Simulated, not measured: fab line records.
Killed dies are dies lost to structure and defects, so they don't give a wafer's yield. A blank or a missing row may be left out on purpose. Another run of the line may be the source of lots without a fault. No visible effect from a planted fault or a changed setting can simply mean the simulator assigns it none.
Matching of chambers    flow n5_finfet    N5_BEOL_M4_ALD_98 on ald_sin-03: 4 sister chambers
The step deposits SiO2, target thk 2.5 nm, pulse time 1 s, co reactant pulse time 1 s. 16 wafers are shown with their chamber, then 8 later ones without.

## WAFERS, EACH WITH ITS CHAMBER
wafer   chamber  heater_power_w (W)  precursor_pulse_height_rel
L074.2  1        81                  0.993
L074.4  3        80                  1.013
L074.5  2        71                  1.012
L080.2  0        88                  1.017
L080.4  2        71                  0.963
L080.6  1        81                  1.006
L085.1  3        81                  0.990
L085.2  1        81                  0.979
L085.6  0        88                  0.993
L091.2  0        86                  1.002
L091.3  1        82                  0.965
L091.6  1        82                  1.015
L092.1  1        83                  1.019
L092.2  2        72                  1.007
L092.3  3        80                  0.990
L092.4  0        88                  1.005

SIGNATURES, as means of the wafers listed above
reading                     chamber 0  chamber 1  chamber 2  chamber 3  scatter within a chamber
heater_power_w              87.50      81.67      71.33      80.33      0.799
precursor_pulse_height_rel  1.00425    0.99617    0.99400    0.99767    0.019
Rule: distance of a wafer from a chamber = root of the sum over the readings of ((wafer's reading minus chamber's mean) / reading's scatter) squared. If the next closest chamber is less than 2 further off than the closest, the wafer can't be placed; otherwise it belongs to the closest. How the scatter is found: for the shown wafers, subtract from each reading the mean of its chamber, square and add these, divide the total by (wafers less chambers), then take the root.

## WAFERS WITH NO CHAMBER GIVEN
wafer   heater_power_w (W)  precursor_pulse_height_rel
L092.5  69                  1.005
L092.6  82                  0.990
L093.1  71                  0.975
L093.2  86                  0.994
L093.5  80                  1.018
L097.2  70                  0.984
L097.4  83                  1.034
L097.5  91                  1.016

## THE CHAMBER EACH PASSED THROUGH
wafer   from the rows above      in truth
L092.5  2                        2
L092.6  can't be placed: 1 or 3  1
L093.1  2                        2
L093.2  0                        0
L093.5  can't be placed: 3 or 1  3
L097.2  2                        2
L097.4  can't be placed: 1 or 3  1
L097.5  0                        0
Correctly placed: 5 of 8. From these rows, 3 cannot be placed; in 3 the true chamber is one of the candidates. 0 placed wrongly.
